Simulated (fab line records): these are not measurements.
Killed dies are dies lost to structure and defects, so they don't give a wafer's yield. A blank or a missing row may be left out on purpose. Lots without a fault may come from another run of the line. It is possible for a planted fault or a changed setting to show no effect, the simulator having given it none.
fab line records    flow n5-finfet
record lots=7  wafers=39
route steps=1938 shown FIN_SAQP@94 SPACER0@259 HKMG_FIN@435
start-h: hours from the record's opening day to when the first of the lot's shown wafers began    wait-h: time in hours since the lot's previous step    " the same as in the row above    L1.1+2: a single row standing in for several wafers    - value missing, or start not given    * or withheld: withheld    < > ~ a bound
route shown NAME@n: a module of which the file shows steps, and the number in the route of the first    usual: mean and standard deviation over wafers with no fault    same: alike in all rows    chamber/n: place in a boat    sites: readings site by site    _std_site: how widely they spread, as a standard deviation    _edge_site: inner sites' mean taken away from outer sites' mean    radius-mm: for every site, how far away it sits from the centre of the wafer    mask NAME#n: copy n    behind: the tool/chamber that last shaped the wafer    hold: reason for holding the lot/hours on hold/outcome of the hold    device: transistor that didn't switch, given as n, p or np    end of line: the same wafers' tests at the end of the route    where a step has no rows: the recipe by itself    killed: not the wafer's yield, but the dies lost to structure and defects at the first sort    map: a wafer's dies, marking killed ones x, the rest . and places with no die _
set.NAME: the setting that was run; set.NAME@STEP: the one run at that earlier step    model.NAME: the simulator's own value behind a step, which no gauge read
lots whose settings were changed on purpose; a table a step, a row a wafer
## steps
# step N5_FIN_SAQP_ALD_61
# recipe material=SiO2  target-thk-a=40  temp-c=300  ald-precursor-family=BDEAS  ald-co-reactant=O2-plasma  pulse-time-s=1  purge-time-s=2  co-reactant-purge-time-s=2  ald-cycles=43  pressure-torr=2
lot.wafer  tool        chamber  start-h  wait-h  set.temp-c  model.SiO2_of_FIN_SAQP_ALD_61.thk-nm
L074.1     ald-sin-03  3        22.15    0.0     304.1       3.973
L074.2     "           0        "        "       300         4.009
L074.3     "           1        "        "       300         3.992
L074.4     "           2        "        "       304.1       4.001
L074.5     "           1        "        "       304.1       3.987
L074.6     "           0        "        "       300         4.012
L076.1     ald-sin-02  3        32.35    0.0     300         3.992
L076.2     "           0        "        "       300         4.001
L076.3     "           2        "        "       300         4.006
L076.4     "           1        "        "       300         3.998
L076.5     "           2        "        "       300         3.988
L076.6     "           1        "        "       300         3.982
L078.1     ald-sin-03  3        44.73    0.0     300         4.011
L078.2     "           1        "        "       300         4.007
L078.3     "           0        "        "       300         4.02
L078.4     "           2        "        "       289.7       4.157
L078.5     "           3        "        "       289.7       4.143
L078.6     "           2        "        "       289.7       4.153
L080.1+6   ald-sin-04  1        56.74    0.0     300         3.989
L080.2     "           2        "        "       300         3.982
L080.3     "           3        "        "       300         4.023
L080.4     "           0        "        "       300         4.007
L080.5     "           0        "        "       300         4.03
L082.3     ald-sin-02  1        69.66    1.7     300         3.985
L082.4     "           2        "        "       300         4.003
L082.6     "           2        "        "       300         3.986
L093.1     ald-sin-04  0        137.32   1.7     300         3.989
L093.2     "           2        "        "       300         3.985
L093.3     "           3        "        "       300         4.009
L093.4     "           1        "        "       300         3.991
L093.5     "           0        "        "       300         3.993
L093.6     "           3        "        "       300         3.999
L094.1+3   ald-sin-02  1,3      141.22   0.0     289.6       4.118
L094.2     "           0        "        "       289.6       4.143
L094.4     "           2        "        "       300         4.005
L094.5     "           1        "        "       300         3.981
L094.6     "           2        "        "       300         3.998
# step N5_FIN_SAQP_HM_DEP_03
# recipe material=SiNx  target-thk-a=380  temp-c=400  precursor=SiH4/NH3/N2  pressure-torr=1.5  rf-w=300  time-s=33.6
lot.wafer  tool      chamber  start-h  wait-h  set.target-thk-a  model.SiNx_of_FIN_SAQP_HM_DEP_03.thk-nm
L074.1     pecvd-03  2        22.75    0.3     380               37.91
L074.2     "         0        "        "       362.3             36.09
L074.3     "         1        "        "       362.3             36.21
L074.4     "         0        "        "       362.3             36.75
L074.5     "         2        "        "       380               38.4
L074.6     "         1        "        "       380               38.43
L076.1     pecvd-02  0        32.77    0.2     380               36.87
L076.2     "         1        "        "       380               37
L076.3     "         0        "        "       380               38.04
L076.4     "         1        "        "       380               37.92
L076.5     "         1        "        "       380               37.71
L076.6     "         0        "        "       380               37.75
L078.1     pecvd-01  1        45.16    0.2     351.2             34.89
L078.2     "         2        "        "       380               37.48
L078.3     "         0        "        "       380               37.32
L078.4     "         1        "        "       380               38.58
L078.5     "         2        "        "       351.2             35.25
L078.6     "         0        "        "       351.2             34.73
L080.1     pecvd-01  0        57.15    0.2     380               37.8
L080.2     "         1        "        "       380               38.15
L080.3     "         2        "        "       380               37.32
L080.4     "         0        "        "       380               37.91
L080.5     "         2        "        "       380               38.19
L080.6     "         1        "        "       380               38.67
L082.3     pecvd-02  0        70.23    0.1     380               37.59
L082.4     "         1        "        "       380               37.09
L082.6     "         2        "        "       380               37.45
L093.1     pecvd-02  1        137.77   0.2     380               37.57
L093.2     "         0        "        "       380               37.25
L093.3     "         2        "        "       380               37.32
L093.4     "         2        "        "       380               37.46
L093.5     "         0        "        "       380               38.32
L093.6     "         1        "        "       380               38.07
L094.1     pecvd-01  1        141.65   0.2     325.7             32.42
L094.2     "         2        "        "       380               38.04
L094.3     "         0        "        "       325.7             32.1
L094.4     "         1        "        "       325.7             32.95
L094.5     "         2        "        "       380               38.01
L094.6     "         0        "        "       380               37.98
# step N5_FIN_SAQP_THK_MEAS_05
# usual thk-nm=37.9/0.52
lot.wafer  tool           chamber  start-h  wait-h  set.target-thk-a@FIN_SAQP_HM_DEP_03  thk-nm
L074.1     film-metro-02  -        22.84    0.1     380                                  37.9
L074.2     "              -        "        "       362.3                                36.1
L074.3     "              -        "        "       362.3                                36.2
L074.4     "              -        "        "       362.3                                36.8
L074.5     "              -        "        "       380                                  38.4
L074.6     "              -        "        "       380                                  38.4
L076.1     film-metro-01  -        32.89    0.1     380                                  36.9
L076.2     "              -        "        "       380                                  37.0
L076.3     "              -        "        "       380                                  38.0
L076.4     "              -        "        "       380                                  37.9
L076.5     "              -        "        "       380                                  37.7
L076.6     "              -        "        "       380                                  37.8
L078.1     film-metro-01  -        45.25    0.1     351.2                                34.9
L078.2     "              -        "        "       380                                  37.5
L078.3     "              -        "        "       380                                  37.3
L078.4     "              -        "        "       380                                  38.6
L078.5     "              -        "        "       351.2                                35.3
L078.6     "              -        "        "       351.2                                34.7
L080.1     film-metro-01  -        57.24    0.1     380                                  37.8
L080.2     "              -        "        "       380                                  38.1
L080.3     "              -        "        "       380                                  37.3
L080.4     "              -        "        "       380                                  37.9
L080.5     "              -        "        "       380                                  38.1
L080.6     "              -        "        "       380                                  38.7
L082.3     film-metro-02  -        70.32    0.1     380                                  37.6
L082.4     "              -        "        "       380                                  37.1
L082.6     "              -        "        "       380                                  37.5
L093.1     film-metro-01  -        137.86   0.1     380                                  37.6
L093.2     "              -        "        "       380                                  37.2
L093.3     "              -        "        "       380                                  37.3
L093.4     "              -        "        "       380                                  37.5
L093.5     "              -        "        "       380                                  38.3
L093.6     "              -        "        "       380                                  38.1
L094.1     film-metro-01  -        141.74   0.1     325.7                                32.4
L094.2     "              -        "        "       380                                  38.1
L094.3     "              -        "        "       325.7                                32.0
L094.4     "              -        "        "       325.7                                33.0
L094.5     "              -        "        "       380                                  38.0
L094.6     "              -        "        "       380                                  38.0
# step N5_FIN_SAQP_PECVD_47
# recipe material=a-Si  target-thk-a=450  temp-c=400  precursor=SiH4/He  pressure-torr=3  rf-w=100  time-s=36.3
# step N5_FIN_SAQP_PECVD_48
# recipe material=SiNx  target-thk-a=250  temp-c=400  precursor=SiH4/NH3/N2  pressure-torr=1.5  rf-w=300  time-s=22.1
# step N5_FIN_SAQP_SPACER2_ALD_28
# recipe material=SiO2  target-thk-a=81  temp-c=300  ald-precursor-family=BDEAS  ald-co-reactant=O2-plasma  pulse-time-s=1  purge-time-s=2  co-reactant-purge-time-s=2  pressure-torr=2
# step N5_FIN_SAQP_SPACER2_ETCHBACK_29
# recipe chemistry=CHF3/O2  mode=anisotropic-etchback  target=SiO2  target-depth-a=122  time-s=6.1  pressure-mtorr=30  source-w=650  bias-w=170  Ar_flow_sccm=200  CHF3_flow_sccm=50  O2_flow_sccm=5  ion-energy-ev=200
# step N5_FIN_SAQP_MANDREL2_REMOVE_60
# recipe chemistry=HBr/Cl2/O2  bt-time-s=10  target=a-Si  stop-on=SiNx  endpoint=OES-SiCl  over-etch-frac=1  icp-w=600  bias-w=22  HBr_flow_sccm=150  Cl2_flow_sccm=80  O2_flow_sccm=5  pressure-mtorr=10
lot.wafer  tool       chamber  start-h  wait-h  set.target-thk-a@FIN_SAQP_HM_DEP_03  model.SiNx_of_FIN_SAQP_HM_DEP_03.thk-nm
L074.1     rie-si-06  0        27.57    0.1     380                                  37.2
L074.2     "          2        "        "       362.3                                35.4
L074.3     "          3        "        "       362.3                                35.6
L074.4     "          1        "        "       362.3                                36.2
L074.5     "          0        "        "       380                                  37.8
L074.6     "          1        "        "       380                                  37.6
L076.1     rie-si-03  3        38.05    0.1     380                                  36.2
L076.2     "          1        "        "       380                                  36.4
L076.3     "          2        "        "       380                                  37.4
L076.4+6   "          0,3      "        "       380                                  37.2
L076.5     "          2        "        "       380                                  37
L078.1+6   rie-si-05  1,0      50.18    0.1     351.2                                34.2
L078.2     "          2        "        "       380                                  36.8
L078.3     "          3        "        "       380                                  36.6
L078.4     "          0        "        "       380                                  38
L078.5     "          3        "        "       351.2                                34.6
L080.1+4   rie-si-03  0,3      61.48    0.1     380                                  37.2
L080.2+5   "          2,0      "        "       380                                  37.6
L080.3     "          1        "        "       380                                  36.6
L080.6     "          1        "        "       380                                  38
L082.3     rie-si-05  2        74.66    0.1     380                                  37
L082.4     "          1        "        "       380                                  36.4
L082.6     "          3        "        "       380                                  36.8
L093.1     rie-si-05  3        143.25   0.1     380                                  37
L093.2+3   "          0,2      "        "       380                                  36.6
L093.4     "          1        "        "       380                                  36.8
L093.5     "          3        "        "       380                                  37.6
L093.6     "          2        "        "       380                                  37.4
L094.1     rie-si-05  3        148.58   0.1     325.7                                31.6
L094.2+5   "          1,3      "        "       380                                  37.4
L094.3     "          2        "        "       325.7                                31.4
L094.4     "          0        "        "       325.7                                32.4
L094.6     "          0        "        "       380                                  37.2
# step N5_FIN_SAQP_HM_OPEN_33
# recipe chemistry=CH3F/O2  target=SiNx  mask-material=SiO2  target-depth-a=494  time-s=70.6  pressure-mtorr=30  source-w=395  bias-w=73  Ar_flow_sccm=150  CH3F_flow_sccm=30  O2_flow_sccm=20  ion-energy-ev=120  ends=cleared
# usual etch-rf-on-time-s=68.3/1.3
lot.wafer  tool         chamber  start-h  wait-h  set.target-thk-a@FIN_SAQP_HM_DEP_03  etch-rf-on-time-s  model.etch.depth-nm
L074.1     rie-diel-06  3        27.73    0.0     380                                  68.6               37.28
L074.2     "            1        "        "       362.3                                66.5               35.36
L074.3     "            2        "        "       362.3                                65.7               35.58
L074.4     "            0        "        "       362.3                                66.6               36.11
L074.5     "            2        "        "       380                                  70.2               37.76
L074.6     "            1        "        "       380                                  70.5               37.7
L076.1     rie-diel-06  2        38.24    0.1     380                                  67.1               36.24
L076.2     "            1        "        "       380                                  68.9               36.37
L076.3     "            3        "        "       380                                  69.1               37.31
L076.4     "            2        "        "       380                                  69.0               37.28
L076.5     "            3        "        "       380                                  69.2               37.08
L076.6     "            1        "        "       380                                  70.8               37.13
L078.1     rie-diel-05  0        50.35    0.0     351.2                                63.0               34.26
L078.2     "            1        "        "       380                                  68.8               36.79
L078.3     "            3        "        "       380                                  67.5               36.69
L078.4     "            3        "        "       380                                  69.1               37.95
L078.5     "            1        "        "       351.2                                65.0               34.61
L078.6     "            0        "        "       351.2                                63.3               34.1
L080.1     rie-diel-05  3        61.64    0.0     380                                  67.6               37.1
L080.2     "            2        "        "       380                                  67.8               37.53
L080.3     "            0        "        "       380                                  67.4               36.69
L080.4     "            2        "        "       380                                  68.1               37.28
L080.5     "            3        "        "       380                                  69.1               37.56
L080.6     "            0        "        "       380                                  69.1               38.04
L082.3     rie-diel-06  2        75.03    0.3     380                                  69.0               36.91
L082.4     "            1        "        "       380                                  68.7               36.46
L082.6     "            3        "        "       380                                  67.9               36.77
L093.1     rie-diel-05  2        143.81   0.5     380                                  67.0               36.95
L093.2     "            0        "        "       380                                  67.4               36.55
L093.3     "            3        "        "       380                                  67.2               36.7
L093.4     "            1        "        "       380                                  66.8               36.83
L093.5     "            1        "        "       380                                  67.7               37.62
L093.6     "            2        "        "       380                                  68.0               37.45
L094.1     rie-diel-01  0        148.73   0.0     325.7                                58.2               31.69
L094.2     "            1        "        "       380                                  67.8               37.41
L094.3     "            2        "        "       325.7                                57.2               31.46
L094.4     "            3        "        "       325.7                                60.0               32.32
L094.5     "            3        "        "       380                                  68.6               37.38
L094.6     "            0        "        "       380                                  68.4               37.25
# step N5_SPACER0_ALD_00
# recipe material=SiOCN  target-thk-a=35  temp-c=400  ald-precursor-family=alkyl-aminosilane  ald-co-reactant=O2/N2-plasma  pulse-time-s=3  purge-time-s=2  co-reactant-purge-time-s=2  ald-cycles=58  pressure-torr=2
lot.wafer         tool        chamber      start-h  wait-h  set.ald-cycles  model.SiOCN_of_SPACER0_ALD_00.thk-nm
L074.1+2+3+4+5+6  ald-sin-03  2,3,0,1,1,0  50.22    0.1     58              3.6
L076.1+6          ald-sin-04  3            60.43    0.1     58              3.6
L076.2            "           2            "        "       58              3.4
L076.3+4+5        "           1,0,2        "        "       50              3
L078.1+2+3+6      ald-sin-04  1,0,3,1      71.27    0.1     58              3.6
L078.4+5          "           2            "        "       58              3.4
L080.1+4+6        ald-sin-04  0,1,1        84.10    0.2     58              3.4
L080.2+3+5        "           1,0,0        "        "       52              3.2
L082.3+4+6        ald-sin-04  0,1,1        99.01    0.1     58              3.4
L093.1+5+6        ald-sin-03  0,1,2        165.31   0.1     67              4
L093.2+3+4        "           2,1,3        "        "       58              3.6
L094.1+2+4+5+6    ald-sin-01  2,0,3,1,2    169.74   0.1     58              3.4
L094.3            "           1            "        "       58              3.6
# step N5_HKMG_FIN_ETCH_32
# recipe chemistry=N2/H2  target=SOC  target-depth-a=2400  temp-c=40  time-s=300  ion-energy-ev=200  mask-material=SiARC  pressure-mtorr=30  source-w=840  bias-w=150  n2-flow-sccm=200  h2-flow-sccm=200
# usual rf-vpp-V=524.4/1.9
lot.wafer  tool         chamber  start-h  wait-h  set.bias-w  rf-vpp-V  model.SiARC_of_HKMG_FIN_COAT_30.thk-nm
L074.1     rie-diel-01  1        76.06    0.0     150         524.9     20.8
L074.2     "            3        "        "       172         573.2     18.6
L074.3     "            2        "        "       150         525.7     20.6
L074.4     "            0        "        "       150         525.1     21.4
L074.5     "            0        "        "       172         573.8     18.8
L074.6     "            3        "        "       172         574.7     18.6
L076.1     rie-diel-06  3        86.85    0.0     150         525.3     20.8
L076.2     "            1        "        "       150         521.4     21.6
L076.3     "            0        "        "       125.5       468.4     24.2
L076.4     "            2        "        "       150         527.1     20.8
L076.5     "            2        "        "       125.5       471.1     24
L076.6     "            1        "        "       125.5       465.4     24.6
L078.1     rie-diel-01  1        97.94    0.0     150         525.5     20.6
L078.2     "            3        "        "       150         525.7     21.2
L078.3     "            0        "        "       172.4       573.1     18.6
L078.4     "            3        "        "       172.4       573.9     18.8
L078.5     "            0        "        "       172.4       573.2     18.6
L078.6     "            1        "        "       150         524.3     20.6
L080.1     rie-diel-05  1        110.65   0.0     150         521.9     20.6
L080.2     "            2        "        "       137.7       494.6     22
L080.3     "            3        "        "       150         525.9     21.2
L080.4     "            0        "        "       137.7       497.1     23
L080.5     "            0        "        "       137.7       496.6     23
L080.6     "            1        "        "       150         522.2     20.8
L082.3     rie-diel-05  1        126.13   0.0     150         523.3     20.8
L082.4     "            2        "        "       150         521.1     20.6
L082.6     "            1        "        "       150         521.8     20.8
L093.1     rie-diel-01  3        191.92   0.0     150         526.0     21.4
L093.2     "            1        "        "       150         524.2     20.6
L093.3     "            2        "        "       150         525.0     20
L093.4     "            0        "        "       150         525.4     21
L093.5     "            0        "        "       150         525.0     21.2
L093.6     "            3        "        "       150         525.3     21.2
L094.1     rie-diel-06  1        196.60   0.0     150         520.4     21.4
L094.2     "            3        "        "       150         525.7     20.2
L094.3     "            0        "        "       128.8       475.9     23.4
L094.4     "            2        "        "       150         527.0     20.8
L094.5     "            2        "        "       128.8       479.4     23.2
L094.6     "            1        "        "       128.8       472.6     24
## key
split step=N5_FIN_SAQP_ALD_61  setting=temp-c  stated=300  by=wafer
response step=N5_FIN_SAQP_ALD_61  reading=model.SiO2_of_FIN_SAQP_ALD_61.thk-nm  change=-0.0372  per=1%  r=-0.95
split step=N5_FIN_SAQP_HM_DEP_03  setting=target-thk-a  stated=380  by=wafer
response step=N5_FIN_SAQP_HM_DEP_03  reading=model.SiNx_of_FIN_SAQP_HM_DEP_03.thk-nm  change=+0.385  per=1%  r=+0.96
response step=N5_FIN_SAQP_THK_MEAS_05  reading=thk-nm  change=*  per=1%  r=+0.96
response step=N5_FIN_SAQP_MANDREL2_REMOVE_60  reading=model.SiNx_of_FIN_SAQP_HM_DEP_03.thk-nm  change=+0.384  per=1%  r=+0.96
response step=N5_FIN_SAQP_HM_OPEN_33  reading=etch-rf-on-time-s  change=*  per=1%  r=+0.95
response step=N5_FIN_SAQP_HM_OPEN_33  reading=model.etch.depth-nm  change=+0.385  per=1%  r=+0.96
split step=N5_SPACER0_ALD_00  setting=ald-cycles  stated=58  by=wafer
response step=N5_SPACER0_ALD_00  reading=model.SiOCN_of_SPACER0_ALD_00.thk-nm  change=+0.0291  per=1%  r=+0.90
split step=N5_HKMG_FIN_ETCH_32  setting=bias-w  stated=150  by=wafer
response step=N5_HKMG_FIN_ETCH_32  reading=rf-vpp-V  change=+3.36  per=1%  r=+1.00
response step=N5_HKMG_FIN_ETCH_32  reading=model.SiARC_of_HKMG_FIN_COAT_30.thk-nm  change=-0.176  per=1%  r=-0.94
